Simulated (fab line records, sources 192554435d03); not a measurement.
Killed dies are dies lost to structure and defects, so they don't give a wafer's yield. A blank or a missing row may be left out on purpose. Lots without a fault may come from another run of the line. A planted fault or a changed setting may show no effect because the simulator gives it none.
fab line records | flow n5_finfet | part 2 of 2: steps 23 to 30 of 30
record lots=5 wafers=15 last_day=15
route steps=1938 shown MIM_TOP@1837 MIM_TOP_LITHO@1839 MIM_TOP_ETCH@1851 MIM_BOT_LITHO@1854 MIM_BOT_ETCH@1866
lots that met no fault: from a run of the same line without faults
start_h: hours from the record's first day to the start of the lot's first wafer shown | wait_h: hours since the lot's step before | " the same as in the row above | L1.1+2: a row that stands for several wafers | - no value, or no start given | * or withheld: withheld | < > ~ a bound
route shown NAME@n: a module of which the file shows steps, and the number in the route of the first | usual: mean/standard deviation of fault-free wafers | same: alike in all rows | chamber/n: place in a boat | sites: the reading at each site | _std_site: their standard deviation | _edge_site: outer sites' mean less inner sites' | radius_mm: how far each site lies from the wafer's centre | mask NAME#n: copy n | behind: the tool/chamber that last shaped the wafer | hold: why the lot was held/for how many hours/how that ended | device: the transistor (n, p or np) that didn't switch | end of line: the same wafers' tests at the end of the route | a step without rows: its recipe alone | killed: dies lost to structure and defects at the first sort, not the wafer's yield | map: a wafer's dies, x killed, . not, _ none there
set.NAME: the setting as run; set.NAME@STEP: as run at that earlier step | model.NAME: the simulator's own value behind a step, which no gauge read
lots at some steps of the route; a table a step, a row a wafer
services: from which hour (start_h, from the record's first day; less than 0 if before it) a tool's chamber was out of use, for how many hours, and why
## steps
# step N5_MIM_BOT_LITHO_PEB_06
# recipe peb_temp_c=withheld peb_time_s=*
# usual chill_plate_temp_C=*
# same peb_time_s=*
# columns lot.wafer tool chamber start_h wait_h chill_plate_temp_C
L076.1 litho_track-05 0 267.33 0.1 *
L076.4 " 0 " " *
L076.5 " 0 " " *
L078.2 litho_track-03 0 276.20 0.0 *
L078.3 " 0 " " *
L078.4 " 0 " " *
L080.1 litho_track-03 0 288.65 0.1 *
L080.3 " 0 " " *
L080.5 " 0 " " *
L087.4 litho_track-03 0 336.67 0.0 *
L087.5 " 0 " " *
L087.6 " 0 " " *
L088.2 litho_track-03 0 343.76 0.0 *
L088.3 " 0 " " *
L088.6 " 0 " " *
# step N5_MIM_BOT_LITHO_DEVELOP_07
# recipe develop_time_s=60 rinse_liquid=diw dry=air_spin dev_temp_c=21
# usual chill_plate_temp_C=23.00/0.11 developer_temp_C=21.00/0.13
# columns lot.wafer tool chamber start_h wait_h chill_plate_temp_C developer_temp_C
L076.1 litho_track-05 0 - - 23.02 21.03
L076.4 " 0 " " 23.08 20.83
L076.5 " 0 " " 23.05 21.05
L078.2 litho_track-03 0 - - 22.92 20.98
L078.3 " 0 " " 22.97 21.11
L078.4 " 0 " " 22.84 21.08
L080.1 litho_track-03 0 - - 23.03 21.16
L080.3 " 0 " " 23.02 20.97
L080.5 " 0 " " 22.94 20.86
L087.4 litho_track-03 0 - - 22.98 21.00
L087.5 " 0 " " 22.89 21.03
L087.6 " 0 " " 23.02 20.85
L088.2 litho_track-03 0 - - 22.85 20.98
L088.3 " 0 " " 22.84 21.26
L088.6 " 0 " " 22.99 21.00
# step N5_MIM_BOT_LITHO_HARDBAKE_09
# recipe temp_c=130 time_s=120
# usual chill_plate_temp_C=23.03/0.11
# columns lot.wafer tool chamber start_h wait_h chill_plate_temp_C
L076.1 litho_track-05 0 - - 23.15
L076.4 " 0 " " 22.88
L076.5 " 0 " " 22.99
L078.2 litho_track-03 0 - - 22.91
L078.3 " 0 " " 22.95
L078.4 " 0 " " 22.90
L080.1 litho_track-03 0 - - 23.11
L080.3 " 0 " " 22.98
L080.5 " 0 " " 22.95
L087.4 litho_track-03 0 - - 22.88
L087.5 " 0 " " 22.87
L087.6 " 0 " " 22.91
L088.2 litho_track-03 0 - - 22.97
L088.3 " 0 " " 23.13
L088.6 " 0 " " 23.03
# step N5_MIM_BOT_LITHO_CD_MEAS_08
# recipe target_cd_nm=3000 landing_energy_ev=500 detector=se_inlens polarity=opening
# usual cd_nm=3000.2/2.4
# columns lot.wafer tool chamber start_h wait_h cd_nm
L076.1 cd_sem-03 0 267.45 - 2999.7
L076.4 " 0 " " 3001.4
L076.5 " 0 " " 3005.1
L078.2 cd_sem-01 0 276.32 - 2998.5
L078.3 " 0 " " 2996.2
L078.4 " 0 " " 2999.0
L080.1 cd_sem-01 0 288.77 - 2998.9
L080.3 " 0 " " 3005.4
L080.5 " 0 " " 2997.4
L087.4 cd_sem-01 0 336.79 - 3001.0
L087.5 " 0 " " 2999.3
L087.6 " 0 " " 3000.7
L088.2 cd_sem-01 0 343.88 - 2995.5
L088.3 " 0 " " 3000.8
L088.6 " 0 " " 2996.8
# step N5_MIM_BOT_LITHO_OVL_MEAS_11
# recipe points_per_wafer=44
# usual MIM_BOT_OVL=1/5
# columns lot.wafer tool chamber start_h wait_h MIM_BOT_OVL[nm]
L076.1 overlay-01 0 267.48 0.0 -3
L076.4 " 0 " " 3
L076.5 " 0 " " 4
L078.2 overlay-01 0 276.36 0.0 2
L078.3 " 0 " " -5
L078.4 " 0 " " -4
L080.1 overlay-02 0 288.80 0.0 5
L080.3 " 0 " " 9
L080.5 " 0 " " 7
L087.4 overlay-02 0 336.82 0.0 -2
L087.5 " 0 " " 0
L087.6 " 0 " " -3
L088.2 overlay-01 0 343.91 0.0 -2
L088.3 " 0 " " -1
L088.6 " 0 " " -1
# step N5_MIM_BOT_LITHO_INSPECT_12
# recipe mode=adi inspect_instrument=macro
# usual raw_defect_count=2.2/1.4
# columns lot.wafer tool chamber start_h wait_h raw_defect_count
L076.1 defect_inspect-01 - 267.51 0.0 1
L076.4 " - " " 2
L076.5 " - " " 5
L078.2 defect_inspect-01 - 276.38 0.0 2
L078.3 " - " " 2
L078.4 " - " " 3
L080.1 defect_inspect-01 - 288.82 0.0 6
L080.3 " - " " 2
L080.5 " - " " 1
L087.4 defect_inspect-02 - 336.84 0.0 2
L087.5 " - " " 2
L087.6 " - " " 1
L088.2 defect_inspect-01 - 343.94 0.0 2
L088.3 " - " " 1
L088.6 " - " " 3
# step N5_MIM_BOT_LITHO_DESCUM_10
# recipe chemistry=O2 time_s=7.9 source_power_w=50 bias_power_w=20 pressure_mtorr=20 rf_frequency_hz=2.712e+07 temp_c=40 o2_flow_sccm=225
# usual drypump_motor_current_A=5.58/0.29 oes_product_au=0.81/0.075 rf_vpp_V=243.1/1.3 showerhead_plenum_p_Torr=2.08/0.07 throttle_valve_pct=20.35/0.27
# columns lot.wafer tool chamber start_h wait_h drypump_motor_current_A oes_product_au rf_hours_counter_h rf_vpp_V showerhead_plenum_p_Torr throttle_valve_pct
L076.1 rie_diel-03 2 267.54 0.0 5.71 0.85 79 242.9 2.11 20.21
L076.4 " 3 " " 5.92 0.72 201 243.7 2.03 20.17
L076.5 " 2 " " 5.72 0.86 - 243.7 2.11 20.21
L078.2 rie_diel-02 0 276.42 0.0 5.71 0.69 246 242.5 1.95 20.52
L078.3 " 1 " " 5.24 0.73 163 243.0 2.00 20.96
L078.4 " 3 " " 5.76 0.87 46 242.4 2.04 20.42
L080.1 rie_diel-03 3 288.86 0.0 5.93 0.71 208 243.7 2.03 20.15
L080.3 " 2 " " 5.73 0.85 85 242.6 2.10 20.23
L080.5 " 3 " " 5.92 0.71 - 243.0 2.03 20.15
L087.4 rie_diel-02 0 336.87 0.0 5.69 0.96 5 245.1 2.20 19.96
L087.5 " 0 " " 5.68 0.96 - 245.4 2.20 19.96
L087.6 " 1 " " 5.23 0.71 - 242.8 1.99 20.99
L088.2 rie_diel-03 1 343.97 0.0 5.22 0.74 176 240.9 2.02 20.60
L088.3 " 3 " " 5.92 0.70 224 241.5 2.03 20.19
L088.6 " 0 " " 5.13 0.87 - 243.4 2.14 20.02
# step N5_MIM_BOT_ETCH_ETCH_04
# recipe chemistry=CF4/O2 target=SiNx target_depth_a=260 time_s=13 ion_energy_ev=100 pressure_mtorr=40 source_w=535 bias_w=49 Ar_flow_sccm=100 cf4_flow_sccm=100 O2_flow_sccm=10
# usual cf4_flow_sccm=100.0/0.32 drypump_motor_current_A=5.58/0.3 oes_product_au=0.81/0.081 rf_vpp_V=241/6.6 showerhead_plenum_p_Torr=2.19/0.074 throttle_valve_pct=15.93/0.23
# columns lot.wafer tool chamber start_h wait_h cf4_flow_sccm drypump_motor_current_A oes_product_au rf_hours_counter_h rf_vpp_V showerhead_plenum_p_Torr throttle_valve_pct
L076.1 rie_diel-03 2 267.61 0.0 100.2 5.71 0.83 79 252 2.24 15.88
L076.4 " 3 " " 100.1 5.92 0.69 201 236 2.17 15.93
L076.5 " 2 " " 100.3 5.70 0.82 - 251 2.24 15.87
L078.2 rie_diel-02 0 276.48 0.0 99.7 5.69 0.69 246 226 2.09 16.29
L078.3 " 1 " " 100.1 5.24 0.73 163 248 2.13 16.48
L078.4 " 3 " " 100.3 5.74 0.87 46 246 2.15 15.85
L080.1 rie_diel-03 3 288.92 0.0 100.1 5.94 0.68 208 236 2.16 15.94
L080.3 " 2 " " 99.8 5.74 0.81 85 252 2.24 15.89
L080.5 " 3 " " 99.8 5.90 0.68 - 236 2.16 15.94
L087.4 rie_diel-02 0 336.94 0.0 100.0 5.71 0.97 5 230 2.34 15.78
L087.5 " 0 " " 99.8 5.67 0.96 - 231 2.34 15.78
L087.6 " 1 " " 99.9 5.21 0.71 - 249 2.12 16.54
L088.2 rie_diel-03 1 344.04 0.0 100.1 5.23 0.74 176 247 2.10 16.00
L088.3 " 3 " " 100.2 5.91 0.68 224 236 2.16 15.98
L088.6 " 0 " " 99.8 5.08 0.88 - 245 2.25 15.61
## services
# columns tool chamber start_h hours kind
krf_scanner-02 - 245.92 1.0 pm
rie_diel-02 0 246.25 4.4 repair
rie_metal-03 - 259.59 0.7 repair
rie_metal-03 0 260.65 6.9 repair
pecvd-02 1 261.67 13.0 repair
krf_scanner-01 - 264.28 0.6 repair
krf_scanner-01 - 265.92 0.6 repair
krf_scanner-02 - 268.97 0.3 repair
rie_metal-01 0 269.93 3.0 repair
pecvd-01 - 271.15 6.0 pm
rie_metal-02 0 278.28 5.4 repair
rie_diel-01 2 279.08 5.3 repair
krf_scanner-02 - 280.88 1.3 pm
rie_metal-03 - 291.48 2.8 pm
krf_scanner-02 - 295.38 3.6 pm
krf_scanner-02 - 301.52 0.2 repair
rie_diel-05 0 301.90 5.6 repair
pecvd-04 - 307.90 2.5 repair
rie_diel-03 - 308.90 0.2 repair
litho_track-03 - 312.00 - consumable_replace:filter
krf_scanner-02 - 312.34 0.8 pm
rie_diel-01 3 339.32 3.9 repair
rie_diel-03 2 339.80 2.8 repair
krf_scanner-02 - 343.97 0.4 repair
